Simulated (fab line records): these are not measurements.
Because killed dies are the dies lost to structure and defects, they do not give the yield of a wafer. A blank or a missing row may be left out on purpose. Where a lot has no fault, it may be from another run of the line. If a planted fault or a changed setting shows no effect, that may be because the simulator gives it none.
fab line records | flow n5Finfet | part 1 of 2: steps 1 to 3 of 6
record lots=19 | wafers=57 | lastDay=18
route steps=1938 shown PMOS_HMC_CHANNEL_EPI@69 FIN_CUT@166 STI_FIN_REVEAL@191
lots that met no fault: taken from a fault-free run of the same line
startH: hours from the record's opening day to when the first of the lot's shown wafers began | waitH: time in hours since the lot's previous step | " identical to the entry in the row above | L1.1+2: several wafers, shown together as one row | - either no value or no given start | * or withheld: withheld | < > ~ a bound
route shown NAME@n: names a module that has steps shown in the file, with the first one's number in the route | usual: average and standard deviation across the fault-free wafers | same: alike in all rows | chamber/n: place in a boat | sites: readings site by site | _std_site: standard deviation across them | _edge_site: mean of outer sites minus mean of inner sites | radiusMm: how far each site lies from the wafer's centre | mask NAME#n: copy n | behind: the tool/chamber that last shaped the wafer | hold: cause of the lot's hold/its duration in hours/its outcome | device: the transistor (n, p or np) that didn't switch | end of line: at the end of the route, the tests of the same wafers | a step without rows: its recipe alone | killed: count of dies lost to structure and defects at first sort (not the wafer's yield) | map: the dies of a wafer, with x for killed, . for not killed, _ for no die there
set.NAME: the setting the step ran with; set.NAME@STEP: the setting that earlier step ran with | model.NAME: the simulator's own value behind a step, which no gauge read
route steps across a sampled set of lots; one table per step, one row per wafer
services: when a tool's chamber went out of use (startH, in hours from the record's first day, below 0 if earlier), for how many hours, and the reason
## steps
# step N5_PMOS_HMC_CHANNEL_EPI_ETCH_32
# recipe chemistry=N2/H2 | target=BARC | stopOn=SiO2 | targetDepthA=858 | overEtchFrac=0.3 | timeS=50.3 | ionEnergyEv=200 | maskMaterial=CAR-ArF-block | pressureMtorr=30 | sourceW=840 | biasW=150 | n2FlowSccm=200 | h2FlowSccm=200
# usual biasW=150.0/0.44 | chamberPressureMTorr=29.998/0.025 | drypumpMotorCurrentA=5.6/0.49 | oesProductAu=0.65/0.053 | rfVppV=524/3.3 | showerheadPlenumPTorr=2.56/0.12 | throttleValvePct=18.01/0.3
lot.wafer | tool       | chamber | startH | waitH | biasW | chamberPressureMTorr | drypumpMotorCurrentA | oesProductAu | rfHoursCounterH | rfVppV | showerheadPlenumPTorr | throttleValvePct
L074.2    | rieDiel-02 | 1       | 17.87  | 0.0   | 149.7 | 30.019               | 5.6                  | 0.62         | 205             | 521    | 2.42                  | 18.52
L074.3    | "          | 2       | "      | "     | 149.6 | 30.045               | 5.0                  | 0.60         | 223             | 521    | 2.40                  | 17.79
L074.4    | "          | 0       | "      | "     | 149.9 | 29.957               | 5.2                  | 0.67         | 100             | 527    | 2.66                  | 18.00
L075.2    | rieDiel-05 | 2       | 24.55  | 0.0   | 150.0 | 30.016               | 5.0                  | 0.66         | 142             | 526    | 2.67                  | 18.51
L075.4    | "          | 1       | "      | "     | 149.8 | 29.968               | 5.7                  | 0.83         | 2               | 526    | 2.60                  | 17.83
L075.5    | "          | 3       | "      | "     | 150.9 | 30.022               | 5.6                  | 0.66         | -               | 525    | 2.68                  | 17.72
L076.1    | rieDiel-02 | 1       | 29.51  | 0.0   | 150.2 | 30.041               | 5.7                  | 0.61         | 209             | 520    | 2.42                  | 18.54
L076.3    | "          | 3       | "      | "     | 149.9 | 30.009               | 5.5                  | 0.68         | 101             | 526    | 2.67                  | 17.97
L076.4    | "          | 2       | "      | "     | 150.7 | 30.048               | 5.0                  | 0.61         | 227             | 521    | 2.40                  | 17.77
L077.1    | rieDiel-05 | 0       | 35.84  | 0.0   | 150.2 | 29.956               | 6.1                  | 0.64         | 183             | 521    | 2.42                  | 18.07
L077.4    | "          | 1       | "      | "     | 149.8 | 29.981               | 5.7                  | 0.82         | 5               | 526    | 2.60                  | 17.84
L077.6    | "          | 1       | "      | "     | 149.4 | 29.978               | 5.7                  | 0.82         | -               | 524    | 2.60                  | 17.85
L079.1    | rieDiel-06 | 2       | 47.74  | 0.0   | 150.3 | 30.036               | 5.9                  | 0.60         | 202             | 523    | 2.52                  | 18.16
L079.3    | "          | 3       | "      | "     | 150.5 | 30.020               | 6.5                  | 0.67         | 116             | 528    | 2.66                  | 17.72
L079.5    | "          | 0       | "      | "     | 150.1 | 30.056               | 5.1                  | 0.66         | -               | 521    | 2.44                  | 17.69
L080.1    | rieDiel-05 | 3       | 53.36  | 0.0   | 150.0 | 29.974               | 5.6                  | 0.66         | 126             | 527    | 2.68                  | 17.73
L080.2    | "          | 2       | "      | "     | 149.3 | 29.979               | 5.0                  | 0.65         | 151             | 526    | 2.67                  | 18.51
L080.4    | "          | 1       | "      | "     | 150.4 | 29.999               | 5.7                  | 0.80         | 11              | 527    | 2.60                  | 17.85
L081.1    | rieDiel-02 | 1       | 59.56  | 0.0   | 150.2 | 30.014               | 5.7                  | 0.62         | 218             | 520    | 2.42                  | 18.54
L081.2    | "          | 2       | "      | "     | 150.2 | 29.988               | 5.0                  | 0.59         | 237             | 519    | 2.40                  | 17.80
L081.3    | "          | 3       | "      | "     | 150.5 | 29.976               | 5.5                  | 0.67         | 110             | 527    | 2.67                  | 18.00
L083.1    | rieDiel-05 | 3       | 71.50  | 0.0   | 150.4 | 30.005               | 5.6                  | 0.65         | 131             | 528    | 2.67                  | 17.73
L083.2    | "          | 0       | "      | "     | 150.1 | 30.018               | 6.2                  | 0.63         | 193             | 519    | 2.42                  | 18.08
L083.4    | "          | 1       | "      | "     | 149.9 | 30.012               | 5.7                  | 0.79         | 16              | 527    | 2.59                  | 17.87
L084.1    | rieDiel-02 | 3       | 77.38  | 0.0   | 150.2 | 29.995               | 5.5                  | 0.66         | 115             | 525    | 2.66                  | 18.01
L084.3    | "          | 1       | "      | "     | 149.7 | 30.012               | 5.6                  | 0.61         | 222             | 520    | 2.42                  | 18.54
L084.6    | "          | 0       | "      | "     | 150.6 | 29.994               | 5.2                  | 0.66         | -               | 527    | 2.65                  | 18.03
L086.2    | rieDiel-06 | 3       | 89.83  | 0.0   | 150.1 | 29.960               | 6.4                  | 0.66         | 129             | 527    | 2.66                  | 17.73
L086.3    | "          | 0       | "      | "     | 150.2 | 29.946               | 5.2                  | 0.66         | 125             | 520    | 2.43                  | 17.73
L086.4    | "          | 1       | "      | "     | 150.1 | 30.015               | 6.6                  | 0.79         | 9               | 529    | 2.72                  | 17.50
L087.2    | rieDiel-02 | 2       | 95.52  | 0.0   | 150.8 | 29.999               | 5.0                  | 0.59         | 247             | 519    | 2.39                  | 17.80
L087.4    | "          | 0       | "      | "     | 150.0 | 29.997               | 5.2                  | 0.66         | 123             | 526    | 2.65                  | 18.03
L087.6    | "          | 2       | "      | "     | 149.6 | 30.016               | 5.0                  | 0.59         | -               | 519    | 2.39                  | 17.81
L090.1    | rieDiel-02 | 0       | 113.41 | 0.0   | 150.2 | 29.999               | 5.2                  | 0.66         | 128             | 527    | 2.65                  | 18.04
L090.3    | "          | 1       | "      | "     | 149.6 | 29.980               | 5.6                  | 0.60         | 234             | 520    | 2.41                  | 18.57
L090.5    | "          | 3       | "      | "     | 150.3 | 30.005               | 5.5                  | 0.66         | -               | 526    | 2.66                  | 18.03
L091.2    | rieDiel-02 | 3       | 119.43 | 0.0   | 149.7 | 30.027               | 5.5                  | 0.66         | 131             | 527    | 2.66                  | 18.04
L091.3    | "          | 0       | "      | "     | 150.3 | 29.963               | 5.2                  | 0.65         | -               | 526    | 2.64                  | 18.05
L091.4    | "          | 3       | "      | "     | 149.5 | 29.952               | 5.5                  | 0.65         | -               | 527    | 2.66                  | 18.04
L092.1    | rieDiel-06 | 1       | 124.98 | 0.0   | 149.6 | 29.968               | 6.6                  | 0.77         | 21              | 528    | 2.71                  | 17.53
L092.2    | "          | 3       | "      | "     | 149.6 | 30.006               | 6.5                  | 0.65         | 141             | 527    | 2.65                  | 17.76
L092.5    | "          | 3       | "      | "     | 149.6 | 30.027               | 6.5                  | 0.65         | -               | 527    | 2.65                  | 17.75
L093.2    | rieDiel-02 | 0       | 131.54 | 0.0   | 149.8 | 29.985               | 5.2                  | 0.66         | 136             | 526    | 2.64                  | 18.07
L093.4    | "          | 0       | "      | "     | 150.3 | 29.993               | 5.2                  | 0.65         | -               | 526    | 2.64                  | 18.06
L093.6    | "          | 1       | "      | "     | 150.7 | 29.997               | 5.7                  | 0.60         | -               | 520    | 2.41                  | 18.56
L094.2    | rieDiel-06 | 3       | 137.47 | 0.0   | 149.8 | 30.022               | 6.4                  | 0.65         | 146             | 528    | 2.65                  | 17.77
L094.5    | "          | 2       | "      | "     | 149.9 | 29.997               | 5.9                  | 0.58         | -               | 523    | 2.51                  | 18.19
L094.6    | "          | 1       | "      | "     | 150.5 | 29.986               | 6.6                  | 0.77         | -               | 528    | 2.71                  | 17.55
L095.1    | rieDiel-06 | 1       | 143.21 | 0.0   | 149.8 | 30.035               | 6.6                  | 0.76         | 26              | 529    | 2.71                  | 17.55
L095.3    | "          | 0       | "      | "     | 148.9 | 30.015               | 5.2                  | 0.64         | 143             | 521    | 2.43                  | 17.76
L095.4    | "          | 2       | "      | "     | 150.4 | 29.998               | 5.9                  | 0.58         | 232             | 523    | 2.51                  | 18.20
L096.1    | rieDiel-06 | 3       | 149.27 | 0.0   | 149.7 | 30.015               | 6.5                  | 0.64         | 149             | 528    | 2.65                  | 17.79
L096.2    | "          | 2       | "      | "     | 149.8 | 29.968               | 5.9                  | 0.58         | 233             | 522    | 2.51                  | 18.20
L096.3    | "          | 0       | "      | "     | 150.3 | 30.003               | 5.1                  | 0.64         | 145             | 521    | 2.43                  | 17.75
L097.1    | rieDiel-06 | 3       | 155.70 | 0.0   | 149.9 | 30.013               | 6.5                  | 0.65         | 151             | 526    | 2.65                  | 17.80
L097.4    | "          | 0       | "      | "     | 148.6 | 29.995               | 5.2                  | 0.64         | 147             | 521    | 2.43                  | 17.76
L097.5    | "          | 0       | "      | "     | 149.3 | 30.021               | 5.1                  | 0.64         | -               | 521    | 2.43                  | 17.76
# step N5_FIN_CUT_DESCUM_13
# recipe chemistry=O2 | timeS=7 | sourcePowerW=50 | biasPowerW=20 | pressureMtorr=20 | rfFrequencyHz=2.712e+07 | tempC=40 | resist=CAR-EUV | o2FlowSccm=225
# usual chamberPressureMTorr=19.998/0.019 | drypumpMotorCurrentA=5.7/0.56 | o2FlowSccm=225.0/0.74 | oesProductAu=0.77/0.075 | rfVppV=243.6/1.6 | showerheadPlenumPTorr=2.11/0.091 | throttleValvePct=20.42/0.26
lot.wafer | tool       | chamber | startH | waitH | chamberPressureMTorr | drypumpMotorCurrentA | o2FlowSccm | oesProductAu | rfHoursCounterH | rfVppV | showerheadPlenumPTorr | throttleValvePct
L074.2    | rieDiel-06 | 1       | 27.80  | 0.3   | 20.005               | 6.6                  | 224.1      | 0.68         | 253             | 242.8  | 1.96                  | 20.27
L074.3    | "          | 3       | "      | "     | 20.012               | 6.5                  | 225.5      | 0.78         | 108             | 245.0  | 2.19                  | 20.19
L074.4    | "          | 2       | "      | "     | 20.002               | 5.9                  | 224.2      | 0.70         | 194             | 244.4  | 2.07                  | 20.62
L075.2    | rieDiel-06 | 3       | 34.44  | 0.0   | 20.020               | 6.5                  | 224.6      | 0.78         | 110             | 246.6  | 2.19                  | 20.19
L075.4    | "          | 0       | "      | "     | 20.023               | 5.1                  | 225.2      | 0.78         | -               | 242.4  | 2.00                  | 20.31
L075.5    | "          | 2       | "      | "     | 20.038               | 5.9                  | 224.8      | 0.70         | -               | 242.6  | 2.07                  | 20.61
L076.1    | rieDiel-06 | 3       | 38.60  | 0.0   | 20.012               | 6.5                  | 224.0      | 0.78         | 112             | 244.3  | 2.19                  | 20.19
L076.3    | "          | 2       | "      | "     | 19.965               | 5.9                  | 226.0      | 0.69         | 198             | 241.8  | 2.07                  | 20.62
L076.4    | "          | 2       | "      | "     | 20.014               | 5.9                  | 226.0      | 0.70         | -               | 242.1  | 2.07                  | 20.62
L077.1    | rieDiel-02 | 2       | 45.00  | 0.0   | 19.987               | 5.0                  | 226.5      | 0.71         | 231             | 240.6  | 1.96                  | 20.30
L077.4    | "          | 3       | "      | "     | 19.990               | 5.5                  | 225.0      | 0.78         | 105             | 244.4  | 2.18                  | 20.47
L077.6    | "          | 3       | "      | "     | 20.017               | 5.5                  | 225.5      | 0.78         | -               | 245.6  | 2.18                  | 20.46
L079.1    | rieDiel-06 | 1       | 57.58  | 0.0   | 20.037               | 6.6                  | 225.8      | 0.98         | 0               | 245.9  | 2.22                  | 19.90
L079.3    | "          | 0       | "      | "     | 20.006               | 5.2                  | 223.8      | 0.77         | 115             | 242.3  | 2.00                  | 20.31
L079.5    | "          | 0       | "      | "     | 19.996               | 5.1                  | 224.9      | 0.77         | -               | 241.7  | 2.00                  | 20.32
L080.1    | rieDiel-06 | 3       | 63.04  | 0.0   | 20.012               | 6.5                  | 224.8      | 0.78         | 121             | 246.3  | 2.19                  | 20.19
L080.2    | "          | 0       | "      | "     | 20.023               | 5.2                  | 223.9      | 0.77         | 117             | 242.5  | 2.00                  | 20.31
L080.4    | "          | 1       | "      | "     | 19.997               | 6.6                  | 225.0      | 0.97         | 2               | 245.5  | 2.22                  | 19.94
L081.1    | rieDiel-06 | 0       | 68.89  | 0.0   | 19.965               | 5.1                  | 225.4      | 0.77         | 119             | 241.8  | 2.00                  | 20.32
L081.2    | "          | 2       | "      | "     | 19.989               | 5.9                  | 225.2      | 0.69         | 209             | 240.6  | 2.07                  | 20.62
L081.3    | "          | 3       | "      | "     | 19.992               | 6.4                  | 224.7      | 0.77         | 123             | 243.7  | 2.19                  | 20.21
L083.1    | rieDiel-06 | 1       | 80.71  | 0.0   | 19.997               | 6.6                  | 224.8      | 0.94         | 7               | 245.9  | 2.22                  | 19.92
L083.2    | "          | 0       | "      | "     | 19.992               | 5.1                  | 225.7      | 0.77         | 123             | 241.6  | 2.00                  | 20.31
L083.4    | "          | 3       | "      | "     | 20.018               | 6.5                  | 225.2      | 0.77         | 127             | 245.5  | 2.19                  | 20.22
L084.1    | rieDiel-02 | 0       | 87.39  | 0.0   | 19.965               | 5.2                  | 224.5      | 0.77         | 121             | 245.3  | 2.20                  | 20.80
L084.3    | "          | 1       | "      | "     | 20.003               | 5.6                  | 224.7      | 0.70         | 225             | 243.8  | 1.98                  | 20.88
L084.6    | "          | 2       | "      | "     | 19.986               | 5.0                  | 224.7      | 0.69         | -               | 239.7  | 1.96                  | 20.33
L086.2    | rieDiel-02 | 3       | 103.88 | 0.3   | 19.999               | 5.5                  | 225.7      | 0.78         | 124             | 244.1  | 2.17                  | 20.50
L086.3    | "          | 1       | "      | "     | 19.992               | 5.7                  | 224.8      | 0.70         | 231             | 241.2  | 1.98                  | 20.90
L086.4    | "          | 2       | "      | "     | 19.995               | 5.0                  | 225.4      | 0.69         | 251             | 241.1  | 1.95                  | 20.33
L087.2    | rieDiel-05 | 1       | 107.54 | 0.1   | 19.980               | 5.7                  | 223.8      | 0.92         | 24              | 244.2  | 2.14                  | 20.46
L087.4    | "          | 2       | "      | "     | 20.001               | 5.0                  | 224.9      | 0.74         | 167             | 245.1  | 2.15                  | 20.71
L087.6    | "          | 2       | "      | "     | 20.007               | 5.0                  | 224.9      | 0.74         | -               | 243.3  | 2.15                  | 20.72
L090.1    | rieDiel-06 | 1       | 122.82 | 0.0   | 20.013               | 6.6                  | 225.0      | 0.91         | 20              | 246.2  | 2.21                  | 19.95
L090.3    | "          | 0       | "      | "     | 19.988               | 5.1                  | 224.0      | 0.77         | 136             | 240.6  | 1.99                  | 20.33
L090.5    | "          | 1       | "      | "     | 20.047               | 6.6                  | 224.5      | 0.91         | -               | 245.7  | 2.21                  | 19.96
L091.2    | rieDiel-06 | 2       | 129.17 | 0.0   | 20.006               | 5.9                  | 225.6      | 0.68         | 227             | 243.0  | 2.06                  | 20.63
L091.3    | "          | 1       | "      | "     | 20.018               | 6.6                  | 226.0      | 0.91         | 22              | 245.7  | 2.21                  | 19.96
L091.4    | "          | 3       | "      | "     | 20.005               | 6.5                  | 225.1      | 0.75         | 142             | 244.0  | 2.18                  | 20.24
L092.1    | rieDiel-06 | 1       | 134.07 | 0.0   | 19.982               | 6.6                  | 223.2      | 0.90         | 24              | 244.7  | 2.21                  | 19.95
L092.2    | "          | 3       | "      | "     | 19.990               | 6.5                  | 225.5      | 0.75         | 145             | 245.2  | 2.18                  | 20.24
L092.5    | "          | 1       | "      | "     | 19.980               | 6.6                  | 222.8      | 0.90         | -               | 245.1  | 2.21                  | 19.96
L093.2    | rieDiel-06 | 1       | 140.44 | 0.0   | 19.975               | 6.6                  | 224.0      | 0.88         | 25              | 243.8  | 2.21                  | 19.95
L093.4    | "          | 2       | "      | "     | 20.003               | 5.9                  | 225.5      | 0.67         | 231             | 243.1  | 2.06                  | 20.65
L093.6    | "          | 1       | "      | "     | 19.999               | 6.6                  | 225.7      | 0.89         | -               | 245.8  | 2.21                  | 19.96
L094.2    | rieDiel-05 | 2       | 147.39 | 0.1   | 20.005               | 5.0                  | 226.2      | 0.73         | 182             | 243.1  | 2.15                  | 20.72
L094.5    | "          | 2       | "      | "     | 19.998               | 5.0                  | 225.6      | 0.72         | -               | 244.6  | 2.15                  | 20.73
L094.6    | "          | 1       | "      | "     | 20.023               | 5.6                  | 224.2      | 0.89         | -               | 245.9  | 2.14                  | 20.48
L095.1    | rieDiel-05 | 1       | 152.53 | 0.0   | 19.998               | 5.7                  | 224.3      | 0.89         | 40              | 244.1  | 2.14                  | 20.50
L095.3    | "          | 2       | "      | "     | 19.994               | 5.0                  | 225.6      | 0.72         | 184             | 243.2  | 2.15                  | 20.72
L095.4    | "          | 0       | "      | "     | 20.026               | 6.2                  | 224.9      | 0.72         | 214             | 242.6  | 1.97                  | 20.58
L096.1    | rieDiel-02 | 1       | 158.85 | 0.0   | 20.003               | 5.6                  | 225.1      | 0.69         | 246             | 240.3  | 1.97                  | 20.90
L096.2    | "          | 3       | "      | "     | 20.022               | 5.5                  | 225.1      | 0.75         | 145             | 243.9  | 2.17                  | 20.53
L096.3    | "          | 0       | "      | "     | 19.964               | 5.2                  | 225.7      | 0.74         | 148             | 244.6  | 2.19                  | 20.83
L097.1    | rieDiel-02 | 2       | 165.07 | 0.0   | 20.020               | 5.0                  | 224.1      | 1.00         | 1               | 245.8  | 2.22                  | 19.95
L097.4    | "          | 1       | "      | "     | 19.992               | 5.6                  | 226.4      | 0.69         | 248             | 241.3  | 1.97                  | 20.93
L097.5    | "          | 0       | "      | "     | 20.021               | 5.2                  | 224.4      | 0.75         | -               | 244.4  | 2.19                  | 20.85
# step N5_FIN_CUT_ETCH_21
# recipe chemistry=N2/H2 | target=SOC | targetDepthA=2190 | overetchA=438 | maskMaterial=SiARC | tempC=40 | ionEnergyEv=100 | biasW=61 | timeS=523.5 | pressureMtorr=30 | sourceW=850 | n2FlowSccm=200 | h2FlowSccm=200
# usual biasW=61.00/0.17 | chamberPressureMTorr=30.000/0.028 | drypumpMotorCurrentA=5.7/0.56 | oesProductAu=0.71/0.066 | rfVppV=241.2/1.5 | showerheadPlenumPTorr=2.57/0.11 | throttleValvePct=17.87/0.3
lot.wafer | tool       | chamber | startH | waitH | biasW | chamberPressureMTorr | drypumpMotorCurrentA | oesProductAu | rfHoursCounterH | rfVppV | showerheadPlenumPTorr | throttleValvePct
L074.2    | rieDiel-06 | 1       | 27.89  | 0.0   | 60.68 | 30.114               | 6.6                  | 0.63         | 253             | 240.1  | 2.40                  | 17.83
L074.3    | "          | 3       | "      | "     | 60.85 | 30.020               | 6.5                  | 0.73         | 108             | 241.1  | 2.67                  | 17.64
L074.4    | "          | 2       | "      | "     | 61.23 | 30.031               | 5.9                  | 0.66         | 194             | 240.2  | 2.52                  | 18.07
L075.2    | rieDiel-06 | 3       | 34.53  | 0.0   | 60.63 | 30.026               | 6.5                  | 0.73         | 110             | 243.0  | 2.66                  | 17.64
L075.4    | "          | 0       | "      | "     | 60.96 | 29.997               | 5.1                  | 0.72         | -               | 239.8  | 2.44                  | 17.61
L075.5    | "          | 2       | "      | "     | 60.96 | 30.031               | 5.9                  | 0.65         | -               | 241.0  | 2.52                  | 18.05
L076.1    | rieDiel-06 | 3       | 38.69  | 0.0   | 61.08 | 30.019               | 6.5                  | 0.72         | 112             | 242.9  | 2.66                  | 17.65
L076.3    | "          | 2       | "      | "     | 60.60 | 30.017               | 5.9                  | 0.64         | 198             | 240.0  | 2.52                  | 18.05
L076.4    | "          | 2       | "      | "     | 60.89 | 29.989               | 5.9                  | 0.64         | -               | 239.7  | 2.52                  | 18.07
L077.1    | rieDiel-02 | 2       | 45.09  | 0.0   | 61.08 | 29.972               | 5.0                  | 0.65         | 232             | 239.2  | 2.40                  | 17.71
L077.4    | "          | 3       | "      | "     | 60.78 | 30.009               | 5.5                  | 0.72         | 105             | 242.7  | 2.67                  | 17.92
L077.6    | "          | 3       | "      | "     | 60.89 | 29.983               | 5.5                  | 0.72         | -               | 242.2  | 2.67                  | 17.91
L079.1    | rieDiel-06 | 1       | 57.67  | 0.0   | 61.06 | 29.972               | 6.6                  | 0.89         | 0               | 244.3  | 2.72                  | 17.41
L079.3    | "          | 0       | "      | "     | 61.16 | 29.980               | 5.2                  | 0.71         | 115             | 240.2  | 2.44                  | 17.64
L079.5    | "          | 0       | "      | "     | 60.85 | 29.978               | 5.1                  | 0.72         | -               | 239.4  | 2.44                  | 17.64
L080.1    | rieDiel-06 | 3       | 63.13  | 0.0   | 61.14 | 29.992               | 6.5                  | 0.71         | 121             | 243.3  | 2.66                  | 17.67
L080.2    | "          | 0       | "      | "     | 60.86 | 29.997               | 5.1                  | 0.71         | 117             | 239.4  | 2.44                  | 17.64
L080.4    | "          | 1       | "      | "     | 60.75 | 30.026               | 6.6                  | 0.89         | 2               | 243.0  | 2.72                  | 17.43
L081.1    | rieDiel-06 | 0       | 68.98  | 0.0   | 60.99 | 29.979               | 5.1                  | 0.71         | 119             | 239.9  | 2.44                  | 17.62
L081.2    | "          | 2       | "      | "     | 61.18 | 29.972               | 5.9                  | 0.64         | 209             | 241.4  | 2.52                  | 18.08
L081.3    | "          | 3       | "      | "     | 61.04 | 30.000               | 6.5                  | 0.71         | 123             | 241.9  | 2.66                  | 17.67
L083.1    | rieDiel-06 | 1       | 80.81  | 0.0   | 61.04 | 29.990               | 6.6                  | 0.86         | 7               | 242.2  | 2.72                  | 17.43
L083.2    | "          | 0       | "      | "     | 61.20 | 30.039               | 5.1                  | 0.71         | 123             | 239.4  | 2.44                  | 17.66
L083.4    | "          | 3       | "      | "     | 61.06 | 30.032               | 6.5                  | 0.71         | 127             | 242.8  | 2.66                  | 17.67
L084.1    | rieDiel-02 | 0       | 87.49  | 0.0   | 61.13 | 30.012               | 5.2                  | 0.71         | 121             | 242.4  | 2.65                  | 17.97
L084.3    | "          | 1       | "      | "     | 61.06 | 30.009               | 5.7                  | 0.65         | 225             | 238.6  | 2.41                  | 18.49
L084.6    | "          | 2       | "      | "     | 60.89 | 30.020               | 5.0                  | 0.64         | -               | 238.6  | 2.39                  | 17.74
L086.2    | rieDiel-02 | 3       | 103.97 | 0.0   | 60.91 | 30.017               | 5.5                  | 0.71         | 124             | 242.3  | 2.66                  | 17.96
L086.3    | "          | 1       | "      | "     | 60.97 | 30.031               | 5.6                  | 0.65         | 231             | 238.1  | 2.41                  | 18.49
L086.4    | "          | 2       | "      | "     | 61.07 | 29.998               | 5.0                  | 0.64         | 251             | 238.4  | 2.39                  | 17.74
L087.2    | rieDiel-05 | 1       | 107.63 | 0.0   | 61.27 | 30.017               | 5.7                  | 0.84         | 24              | 240.9  | 2.59                  | 17.80
L087.4    | "          | 2       | "      | "     | 60.88 | 30.017               | 5.0                  | 0.69         | 167             | 241.4  | 2.66                  | 18.44
L087.6    | "          | 2       | "      | "     | 61.17 | 30.063               | 5.0                  | 0.69         | -               | 243.0  | 2.66                  | 18.45
L090.1    | rieDiel-06 | 1       | 122.91 | 0.0   | 60.83 | 29.960               | 6.6                  | 0.84         | 20              | 243.3  | 2.71                  | 17.45
L090.3    | "          | 0       | "      | "     | 61.06 | 29.989               | 5.1                  | 0.70         | 137             | 240.2  | 2.43                  | 17.66
L090.5    | "          | 1       | "      | "     | 60.56 | 29.970               | 6.6                  | 0.83         | -               | 243.3  | 2.71                  | 17.45
L091.2    | rieDiel-06 | 2       | 129.27 | 0.0   | 61.12 | 29.979               | 5.9                  | 0.62         | 227             | 242.0  | 2.51                  | 18.10
L091.3    | "          | 1       | "      | "     | 60.82 | 29.976               | 6.6                  | 0.83         | 22              | 243.2  | 2.71                  | 17.46
L091.4    | "          | 3       | "      | "     | 61.18 | 30.012               | 6.5                  | 0.70         | 142             | 241.7  | 2.65                  | 17.69
L092.1    | rieDiel-06 | 1       | 134.17 | 0.0   | 60.79 | 29.963               | 6.6                  | 0.82         | 24              | 242.3  | 2.71                  | 17.45
L092.2    | "          | 3       | "      | "     | 61.22 | 29.949               | 6.5                  | 0.70         | 145             | 241.6  | 2.65                  | 17.72
L092.5    | "          | 1       | "      | "     | 60.95 | 30.016               | 6.6                  | 0.82         | -               | 241.9  | 2.71                  | 17.46
L093.2    | rieDiel-06 | 1       | 140.53 | 0.0   | 60.86 | 29.939               | 6.6                  | 0.81         | 25              | 243.4  | 2.71                  | 17.47
L093.4    | "          | 2       | "      | "     | 61.19 | 29.979               | 5.9                  | 0.62         | 231             | 239.7  | 2.51                  | 18.13
L093.6    | "          | 1       | "      | "     | 60.86 | 29.986               | 6.6                  | 0.82         | -               | 243.4  | 2.71                  | 17.47
L094.2    | rieDiel-05 | 2       | 147.48 | 0.0   | 60.79 | 30.007               | 5.0                  | 0.68         | 182             | 241.9  | 2.66                  | 18.49
L094.5    | "          | 2       | "      | "     | 61.03 | 30.049               | 5.0                  | 0.67         | -               | 241.8  | 2.66                  | 18.49
L094.6    | "          | 1       | "      | "     | 61.24 | 29.990               | 5.7                  | 0.81         | -               | 242.4  | 2.59                  | 17.84
L095.1    | rieDiel-05 | 1       | 152.62 | 0.0   | 60.71 | 29.940               | 5.7                  | 0.80         | 40              | 242.0  | 2.58                  | 17.83
L095.3    | "          | 2       | "      | "     | 61.00 | 29.994               | 5.0                  | 0.68         | 184             | 241.0  | 2.65                  | 18.52
L095.4    | "          | 0       | "      | "     | 61.05 | 30.027               | 6.1                  | 0.67         | 214             | 240.0  | 2.41                  | 18.05
L096.1    | rieDiel-02 | 1       | 158.94 | 0.0   | 61.13 | 29.976               | 5.6                  | 0.64         | 246             | 238.0  | 2.41                  | 18.52
L096.2    | "          | 3       | "      | "     | 60.90 | 30.029               | 5.5                  | 0.69         | 145             | 241.6  | 2.65                  | 18.00
L096.3    | "          | 0       | "      | "     | 60.99 | 30.031               | 5.2                  | 0.69         | 148             | 241.3  | 2.64                  | 18.01
L097.1    | rieDiel-02 | 2       | 165.17 | 0.0   | 60.90 | 29.980               | 5.0                  | 0.91         | 1               | 243.5  | 2.71                  | 17.32
L097.4    | "          | 1       | "      | "     | 61.28 | 30.036               | 5.6                  | 0.64         | 248             | 237.6  | 2.41                  | 18.52
L097.5    | "          | 0       | "      | "     | 60.80 | 30.036               | 5.2                  | 0.69         | -               | 242.4  | 2.64                  | 18.01
